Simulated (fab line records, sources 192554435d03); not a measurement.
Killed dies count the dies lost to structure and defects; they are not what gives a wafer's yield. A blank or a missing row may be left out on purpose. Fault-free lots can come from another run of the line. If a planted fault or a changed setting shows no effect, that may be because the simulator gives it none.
3 desks looking at one fault    flow n5-finfet    each desk has only its own numbers; what lay behind them comes last

== THE DEFECT DESK ==
What the inspections along the route counted, lot by lot: means of the sampled wafers that have a number. If a lot's mean is further than 4 standard deviations from the usual mean, the lot is out of limits and carries the mark OUT (the distance appears in the brackets).
Columns: A = raw-defect-count at N5_MOL_CONTACT_COAG_INSPECT_10, usual 69
lot   first seen here  A
L277  day 4 22:11      74
L278  day 5 06:37      43
L288  day 7 16:38      76
L290  day 8 03:09      92
L291  day 8 12:28      74
L294  day 9 05:10      82
This desk found nothing out of limits on any of the 6 lots.

== TOOL OWNER'S DESK, rie-diel-06 ==
The tool's own readings at N5_MOL_CONTACT_COAG_ETCH_106 (etches SOC in N2/H2, target depth 80 nm, overetch 16 nm, time 120 s): means of the sampled wafers that have a number, for each lot that ran on this tool. If a lot's mean is further than 4 standard deviations from the usual mean, the lot is out of limits and carries the mark OUT (the distance appears in the brackets).
Columns: A = drypump-motor-current-A at N5_MOL_CONTACT_COAG_ETCH_106, usual 5.6 A; B = oes-product-au at N5_MOL_CONTACT_COAG_ETCH_106, usual 0.71 a.u.; C = rf-vpp-V at N5_MOL_CONTACT_COAG_ETCH_106, usual 523.3 V; D = showerhead-plenum-p-Torr at N5_MOL_CONTACT_COAG_ETCH_106, usual 2.53 Torr; E = throttle-valve-pct at N5_MOL_CONTACT_COAG_ETCH_106, usual 17.81 %
lot   first seen here  A    B     C      D     E
L277  day 4 22:18      5.1  0.74  523.4  2.54  17.86
L288  day 7 16:57      5.1  0.70  523.9  2.53  17.89
L290  day 8 03:16      5.0  0.75  525.2  2.58  17.84
This desk found nothing out of limits on any of the 3 lots.

== THE METROLOGY DESK ==
What the gauges read for every lot (on any tool): the sampled wafers with a number, averaged. If a lot's mean is further than 4 standard deviations from the usual mean, the lot is out of limits and carries the mark OUT (the distance appears in the brackets). Readings shown: 7 of its 12, picked as those furthest out on some lot.
Columns: A = cd-nm at N5_MOL_CONTACT_COAG_CD_MEAS_08, usual 28.07 nm; B = CA_OVL at N5_MOL_CONTACT_COAG_OVL_MEAS_09, usual -0.1 nm; C = DIBL_N at N5_BEOL_M4_RC_MEAS_101, usual 36.3 mV/V; D = DIBL_P at N5_BEOL_M4_RC_MEAS_101, usual 36.5 mV/V; E = IOFF_N at N5_BEOL_M4_RC_MEAS_101, usual 0.16 nA/um; F = IOFF_P at N5_BEOL_M4_RC_MEAS_101, usual 0.22 nA/um; G = SS_P at N5_BEOL_M4_RC_MEAS_101, usual 73.3 mV/dec
lot   first seen here  A      B     C     D     E     F     G
L277  day 4 22:06      28.01  1.2   35.2  35.6  0.15  0.24  73.0
L278  day 5 06:31      27.74  0.1   35.6  34.9  0.14  0.18  72.7
L288  day 7 16:34      27.82  -0.4  33.1  33.4  0.12  0.17  72.2
L290  day 8 03:04      27.78  -1.2  36.2  36.0  0.17  0.21  73.8
L291  day 8 12:22      28.12  0.1   36.9  35.9  0.16  0.22  73.2
L294  day 9 05:05      28.26  -0.6  37.3  37.7  0.17  0.25  73.4
This desk found nothing out of limits on any of the 6 lots.

== ALL TOGETHER ==
Nothing out of limits was seen by the defect desk.
The desk of the tool owner found nothing out of limits.
From the metrology desk's view, nothing was out of limits.

== WHAT THE SIMULATOR HAD PUT IN ==
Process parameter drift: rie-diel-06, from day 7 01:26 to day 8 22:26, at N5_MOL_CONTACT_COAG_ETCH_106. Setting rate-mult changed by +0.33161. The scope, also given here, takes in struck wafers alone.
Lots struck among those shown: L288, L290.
